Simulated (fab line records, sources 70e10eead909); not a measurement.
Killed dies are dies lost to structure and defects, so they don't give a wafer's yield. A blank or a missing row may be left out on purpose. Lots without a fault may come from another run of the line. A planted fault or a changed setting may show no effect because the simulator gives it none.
Chamber matching | flow nand_harc | NHARC_P_M0_STRIP_18 on rie_diel-09: 4 sister chambers
The step strips in N2/H2. 20 wafers are shown with their chamber, then 10 later ones without.

WAFERS WITH THEIR CHAMBER
wafer  | chamber | showerhead_plenum_p_Torr (Torr) | drypump_motor_current_A (A) | oes_product_au (a.u.)
L075.2 | 2       | 2.15                            | 5.9                         | 0.999
L075.3 | 0       | 1.96                            | 5.2                         | 1.006
L075.4 | 1       | 2.14                            | 5.2                         | 1.020
L077.2 | 1       | 2.14                            | 5.2                         | 1.013
L077.3 | 0       | 1.96                            | 5.2                         | 0.999
L077.6 | 2       | 2.15                            | 5.8                         | 0.998
L078.1 | 2       | 2.14                            | 5.9                         | 1.003
L078.3 | 3       | 2.17                            | 5.2                         | 1.022
L078.5 | 3       | 2.17                            | 5.2                         | 1.020
L080.4 | 0       | 1.96                            | 5.2                         | 1.000
L080.5 | 0       | 1.96                            | 5.2                         | 1.006
L080.6 | 1       | 2.14                            | 5.2                         | 1.026
L083.1 | 2       | 2.14                            | 5.9                         | 1.000
L083.2 | 0       | 1.96                            | 5.2                         | 0.993
L083.6 | 1       | 2.14                            | 5.2                         | 1.025
L086.2 | 3       | 2.17                            | 5.2                         | 1.028
L086.3 | 0       | 1.96                            | 5.2                         | 0.999
L086.5 | 3       | 2.17                            | 5.2                         | 1.026
L088.2 | 0       | 1.96                            | 5.2                         | 1.000
L088.4 | 3       | 2.17                            | 5.2                         | 1.039

SIGNATURES (means of the wafers above)
reading                  | chamber 0 | chamber 1 | chamber 2 | chamber 3 | scatter within a chamber
showerhead_plenum_p_Torr | 1.9600    | 2.1400    | 2.1450    | 2.1700    | 0.0025
drypump_motor_current_A  | 5.200     | 5.200     | 5.875     | 5.200     | 0.0217
oes_product_au           | 1.00043   | 1.02100   | 1.00000   | 1.02700   | 0.00537
Rule: a wafer's distance from a chamber is the root of the sum, over the readings, of the square of ((its reading less the chamber's mean) divided by the reading's scatter). The wafer belongs to the nearest chamber; if the next one is less than 2 further off, it can't be placed. The scatter: the root of (the sum of the squares of (reading less its chamber's mean) over the shown wafers, divided by (wafers less chambers)).

WAFERS WITHOUT THEIR CHAMBER
wafer  | showerhead_plenum_p_Torr (Torr) | drypump_motor_current_A (A) | oes_product_au (a.u.)
L088.5 | 2.14                            | 5.3                         | 1.016
L091.4 | 2.14                            | 5.8                         | 1.003
L091.5 | 2.17                            | 5.2                         | 1.024
L091.6 | 1.96                            | 5.2                         | 1.000
L090.3 | 1.96                            | 5.2                         | 0.998
L090.5 | 2.14                            | 5.9                         | 1.006
L090.6 | 2.17                            | 5.2                         | 1.027
L095.1 | 1.96                            | 5.2                         | 1.000
L095.5 | 1.96                            | 5.2                         | 0.990
L095.6 | 2.14                            | 5.2                         | 1.020

WHICH CHAMBER EACH WENT THROUGH
wafer  | from the rows above | in truth
L088.5 | 1                   | 1
L091.4 | 2                   | 2
L091.5 | 3                   | 3
L091.6 | 0                   | 0
L090.3 | 0                   | 0
L090.5 | 2                   | 2
L090.6 | 3                   | 3
L095.1 | 0                   | 0
L095.5 | 0                   | 0
L095.6 | 1                   | 1
Placed correctly: 10 of 10. Can't be placed from these rows: 0. Placed wrongly: 0.
